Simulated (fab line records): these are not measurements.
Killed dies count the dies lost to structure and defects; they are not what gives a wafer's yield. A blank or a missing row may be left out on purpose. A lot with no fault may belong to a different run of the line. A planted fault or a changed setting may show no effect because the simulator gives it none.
A struck lot beside a sound one + flow nand harc + 44 out of 1302 route steps
Sound: wafers L835.1, L835.5, L835.6. Struck: wafer L826.2 (left out: L826.1, L826.6 of the same lot, which were not struck); the cause appears at the end.
Per side, at each step with rows, come the tool, then ch with its chambers, and then its first start. Under that, the readings that differ: sound wafers + struck wafers + difference of the means + sigmas: that difference in standard deviations of wafers without a fault.
alike: same words and numbers on both sides, and readings whose means sit less than 2 such deviations apart. not compared: any withheld reading, any reading some wafer has no value for, any bound like >300 that may hide the same value, and any number with overlapping values for which the record gives no deviation.
The two part at a step that has a row with sigmas, a row that says differs or no value, or rows on one side only. Numbers that have no deviation but don't overlap get no sigmas and don't part them. A reading that every wafer of one side lacks parts them only if that side has two wafers or more.

first, 7 steps without rows for these wafers: NHARC_P_GATE_HMDS_04 (time 30 s); NHARC_P_GATE_COAT_05; NHARC_P_GATE_SOFTBAKE_06 (time 95 s); NHARC_P_GATE_EBR_07; NHARC_P_GATE_EXPOSE_08 (exposes mask P HV); NHARC_P_GATE_PEB_09 (peb time 85 s); NHARC_P_GATE_DEVELOP_10 (time 70 s).
NHARC_P_GATE_CD_MEAS_11 targets a cd of 1640 nm.
  sound on cd sem-03 ch 0, day 11 07:55; struck on cd sem-01 ch 0, day 7 20:59
  alike: cd nm
then, 4 steps without rows for these wafers: NHARC_P_GATE_HARDBAKE_12 (time 80 s); NHARC_P_GATE_DESCUM_13 (chemistry O2, time 3 s); NHARC_P_GATE_ETCH_14 (etches SiO2 in dHF, target depth 48.8 nm); NHARC_P_GATE_STRIP_15 (strips in SPM, time 780 s).
NHARC_P_GATE_PRECLEAN_71: cleans in SC1.
  sound on wet bench-07 ch 0,3,4, day 11 08:20; struck on wet bench-01 ch 0,1,2, day 7 21:23
then, 4 steps without rows for these wafers: NHARC_P_GATE_SRD_72; NHARC_P_GATE_OXIDE_16 (material SiO2, target thk 3 nm, ox time 392 s); NHARC_P_GATE_CVD_17 (deposits poly-Si, target thk 150 nm, time 900 s); NHARC_P_GATE_HM_DEP_102 (deposits aC, target thk 120 nm).
NHARC_P_GATE_DEP_103: deposits SiON, target thk 30 nm.
  sound on pecvd-02 ch 0,1, day 11 23:19; struck on pecvd-02 ch 1, day 8 10:19
  alike: heater power outer w, heater power w
then, 8 steps without rows for these wafers: NHARC_P_GATE_DEHYDRATE_18 (time 120 s); NHARC_P_GATE_HMDS_19 (time 30 s); NHARC_P_GATE_COAT_20 (resist thk 90 nm); NHARC_P_GATE_SOFTBAKE_21 (time 55 s); NHARC_P_GATE_EBR_22; NHARC_P_GATE_EXPOSE_23 (exposes mask P GATE, target cd 120 nm); NHARC_P_GATE_PEB_24 (peb time 65 s); NHARC_P_GATE_DEVELOP_25 (develop time 35 s).
NHARC_P_GATE_CD_MEAS_26 targets a cd of 120 nm.
  sound on cd sem-03 ch 0, day 12 00:00; struck on cd sem-01 ch 0, day 8 10:59
  alike: cd nm
NHARC_P_GATE_OVL_MEAS_27:
  sound on overlay-02 at day 12 00:05; struck on overlay-01 at day 8 11:05
  alike: overlay x nm, overlay y nm
NHARC_P_GATE_INSPECT_28:
  sound on defect inspect-02 at day 12 00:07; struck on defect inspect-01 at day 8 11:07
| reading          | sound | struck | difference | sigmas      |
|------------------|-------|--------|------------|-------------|
| raw defect count | 3 2 6 | 666    | +662       | +99 or more |
then, 2 steps without rows for these wafers: NHARC_P_GATE_DESCUM_31 (chemistry O2, time 3 s); NHARC_P_GATE_ETCH_104 (etches the open film in CF4/CHF3, target depth 60 nm).
NHARC_P_GATE_HM_OPEN_105: chemistry O2/COS, target depth 360 nm.
  sound on rie diel-13 ch 0,3; struck on rie diel-13 ch 2
  alike: drypump motor current A, oes product au, rf vpp V, showerhead plenum p Torr, throttle valve pct
  not compared: rf hours counter h
then, 3 steps without rows for these wafers: NHARC_P_GATE_STRIP_106 (strips in O2/COS); NHARC_P_GATE_ETCH_114 (etches the open film in CF4/O2, target depth 30 nm, overetch 3 nm, time 16.5 s); NHARC_P_GATE_ETCH_32 (etches the open film in HBr/Cl2, target depth 150 nm, time 100.1 s).
NHARC_P_GATE_STRIP_108: strips in O2.
  sound on rie diel-01 ch 0,3, day 12 00:51; struck on rie diel-05 ch 0, day 8 11:48
| reading                         | sound          | struck | difference | sigmas |
|---------------------------------|----------------|--------|------------|--------|
| showerhead plenum p Torr (Torr) | 3.40 3.40 3.34 | 3.71   | +0.33      | +2     |
  alike: drypump motor current A, oes product au, rf vpp V, throttle valve pct
  not compared: rf hours counter h
NHARC_P_GATE_CD_MEAS_33:
  sound on cd sem-03 at day 12 01:01; struck on cd sem-03 at day 8 12:01
  alike: cd nm
then, 3 steps without rows for these wafers: NHARC_P_GATE_STRIP_35 (strips in SPM, time 600 s); NHARC_P_GATE_PRECLEAN_73 (cleans in SC1); NHARC_P_GATE_SRD_74.
NHARC_P_GATE_ALD_36: deposits SiNx, target thk 20 nm, pulse time 60 s, ald cycles 223.
  sound on ald sin-01 ch 0,1,2, day 12 04:38; struck on ald sin-01 ch 3, day 8 13:31
  alike: heater power outer w, heater power w, precursor pulse height rel
NHARC_P_GATE_ETCHBACK_37: etches the open film in CHF3/O2, target depth 34.5 nm, time 17.2 s.
  sound on rie diel-01 ch 1,2,3; struck on rie diel-05 ch 0
  alike: drypump motor current A, oes product au, rf vpp V, showerhead plenum p Torr, throttle valve pct
  not compared: rf hours counter h
NHARC_P_GATE_INSPECT_68:
  sound on defect inspect-01 at day 12 18:10; struck on defect inspect-02 at day 9 05:31
| reading          | sound       | struck | difference | sigmas |
|------------------|-------------|--------|------------|--------|
| raw defect count | 182 225 192 | 741    | +541       | +7     |
-- record jumps: 18 days between struck wafers' starts before vs after; left off in module P_GATE, resumes in module END, first step shown is number 1302 of the route --
NHARC_END_SORT_01:
  the record has rows for the struck wafers here (prober-02 ch 0, day 27 14:51) and none for the sound ones

WHERE THEY PART
First at NHARC_P_GATE_INSPECT_28; last, within this record, at NHARC_END_SORT_01.

WHY: the cause the simulator had injected
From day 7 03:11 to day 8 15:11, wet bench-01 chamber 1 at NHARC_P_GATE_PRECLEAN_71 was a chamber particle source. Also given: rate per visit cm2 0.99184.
